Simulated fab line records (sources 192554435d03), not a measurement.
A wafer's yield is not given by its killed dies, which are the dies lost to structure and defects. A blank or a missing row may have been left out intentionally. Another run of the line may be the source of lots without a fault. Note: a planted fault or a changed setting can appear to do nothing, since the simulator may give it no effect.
One fault seen from 3 desks :: flow n5 finfet :: every desk sees just its own numbers, and what lay behind them comes last

== THE DEFECT DESK ==
Lot by lot, what the route's inspections counted, given as the mean of those sampled wafers with a number. Any lot whose mean is over 4 standard deviations away from the usual mean is out of limits and marked OUT; that distance is given in the brackets.
Columns: A = raw defect count at N5_BEOL_M2_INSPECT_59, usual 70
lot: L263
first seen here: day 7 09:12
A: 83

lot: L265
first seen here: day 8 03:13
A: 71

lot: L266
first seen here: day 8 07:29
A: 51

lot: L267
first seen here: day 8 07:46
A: 64

lot: L268
first seen here: day 8 14:19
A: 84

lot: L269
first seen here: day 8 16:13
A: 56

lot: L274
first seen here: day 9 23:53
A: 61

lot: L282
first seen here: day 12 01:19
A: 92

lot: L283
first seen here: day 12 11:31
A: 38

lot: L284
first seen here: day 12 12:17
A: 31
This desk's verdict: no lot among the 10 shows anything out of limits.

== DESK OF THE TOOL OWNER: rie diel-04 ==
The tool's own readings at N5_BEOL_M3_ETCH_63 (etches SiARC in CF4, target depth 15.6 nm, time 26 s): means of the sampled wafers that have a number, for each lot that ran on this tool. Any lot whose mean is over 4 standard deviations away from the usual mean is out of limits and marked OUT; that distance is given in the brackets.
Columns: A = drypump motor current A at N5_BEOL_M3_ETCH_63, usual 5.9 A; B = etch rf on time s at N5_BEOL_M3_ETCH_63, usual 25.9 s; C = oes product au at N5_BEOL_M3_ETCH_63, usual 0.63 a.u.; D = rf vpp V at N5_BEOL_M3_ETCH_63, usual 184.0 V; E = showerhead plenum p Torr at N5_BEOL_M3_ETCH_63, usual 2.14 Torr; F = throttle valve pct at N5_BEOL_M3_ETCH_63, usual 15.69 %
lot: L265
first seen here: day 8 04:28
A: 5.6
B: 25.3
C: 0.64
D: 184.7
E: 2.17
F: 15.64

lot: L267
first seen here: day 8 10:07
A: 5.9
B: 25.4
C: 0.63
D: 184.1
E: 2.14
F: 15.79

lot: L274
first seen here: day 10 02:10
A: 5.9
B: 25.4
C: 0.62
D: 182.7
E: 2.13
F: 15.77

lot: L282
first seen here: day 12 02:23
A: 6.0
B: 18.4 (-13) OUT
C: 0.74
D: 184.2
E: 2.21
F: 15.71

lot: L283
first seen here: day 12 16:29
A: 5.8
B: 18.6 (-13) OUT
C: 0.74
D: 184.5
E: 2.18
F: 15.69

lot: L284
first seen here: day 12 16:46
A: 6.3
B: 18.4 (-13) OUT
C: 0.73
D: 182.1
E: 2.04
F: 16.08
Finding of this desk: L282, L283, L284 out of limits; the first was L282 at day 12 02:23, on etch rf on time s at N5_BEOL_M3_ETCH_63. L265, L267, L274: within limits.

== FROM THE METROLOGY DESK ==
What the gauges read, lot by lot, whatever tool the lot ran on: means of the sampled wafers that have a number. Any lot whose mean is over 4 standard deviations away from the usual mean is out of limits and marked OUT; that distance is given in the brackets. Shown here are 7 of its 11 readings, the ones lying furthest out on some lot.
Columns: A = M3_ILD_THK at N5_BEOL_M3_THK_MEAS_01, usual 79.1 nm; B = DIBL_N at N5_BEOL_M4_RC_MEAS_101, usual 35.8 mV/V; C = DIBL_P at N5_BEOL_M4_RC_MEAS_101, usual 36.0 mV/V; D = IOFF_N at N5_BEOL_M4_RC_MEAS_101, usual 0.153 nA/um; E = IOFF_P at N5_BEOL_M4_RC_MEAS_101, usual 0.21 nA/um; F = ION_N at N5_BEOL_M4_RC_MEAS_101, usual 673 uA/um; G = SS_N at N5_BEOL_M4_RC_MEAS_101, usual 71.4 mV/dec
lot: L263
first seen here: day 7 09:18
A: 79.6
B: 36.1
C: 36.6
D: 0.147
E: 0.19
F: 673
G: 71.5

lot: L265
first seen here: day 8 03:20
A: 78.8
B: 38.1
C: 37.6
D: 0.171
E: 0.23
F: 681
G: 71.9

lot: L266
first seen here: day 8 07:35
A: 78.8
B: 37.2
C: 36.0
D: 0.185
E: 0.24
F: 691
G: 71.0

lot: L267
first seen here: day 8 07:52
A: 78.9
B: 33.9
C: 34.7
D: 0.131
E: 0.18
F: 670
G: 71.2

lot: L268
first seen here: day 8 14:25
A: 79.2
B: 35.9
C: 36.9
D: 0.168
E: 0.22
F: 680
G: 71.5

lot: L269
first seen here: day 8 16:19
A: 78.7
B: 32.9
C: 32.2
D: 0.108
E: 0.15
F: 653
G: 70.4

lot: L274
first seen here: day 9 23:59
A: 79.4
B: 34.6
C: 34.1
D: 0.131
E: 0.19
F: 666
G: 71.1

lot: L282
first seen here: day 12 01:25
A: 80.7
B: 35.0
C: 36.2
D: 0.161
E: 0.22
F: 671
G: 71.6

lot: L283
first seen here: day 12 11:37
A: 79.2
B: 38.0
C: 38.7
D: 0.160
E: 0.22
F: 671
G: 71.6

lot: L284
first seen here: day 12 12:24
A: 78.7
B: 37.3
C: 37.4
D: 0.188
E: 0.24
F: 685
G: 71.0
This desk's verdict: no lot among the 10 shows anything out of limits.

== ALL TOGETHER ==
An alarm could have come from the tool owner's desk at day 12 02:23, on L282, L283, L284.
Nothing the defect desk looked at was out of limits.
Nothing out of limits was seen by the metrology desk.
The defect desk has L282, L283, L284 on record, within its limits.
The metrology desk has L282, L283, L284 on record, within its limits.
On rie diel-04, each named lot ran N5_BEOL_M3_ETCH_63.

== WHAT THE SIMULATOR HAD PUT IN ==
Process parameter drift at N5_BEOL_M3_ETCH_63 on rie diel-04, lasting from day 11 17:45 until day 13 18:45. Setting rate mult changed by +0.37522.
Lots struck among those shown: L282, L283, L284.
Each desk's first reading out of limits, in hours after the fault started: the tool owner's desk, 9.
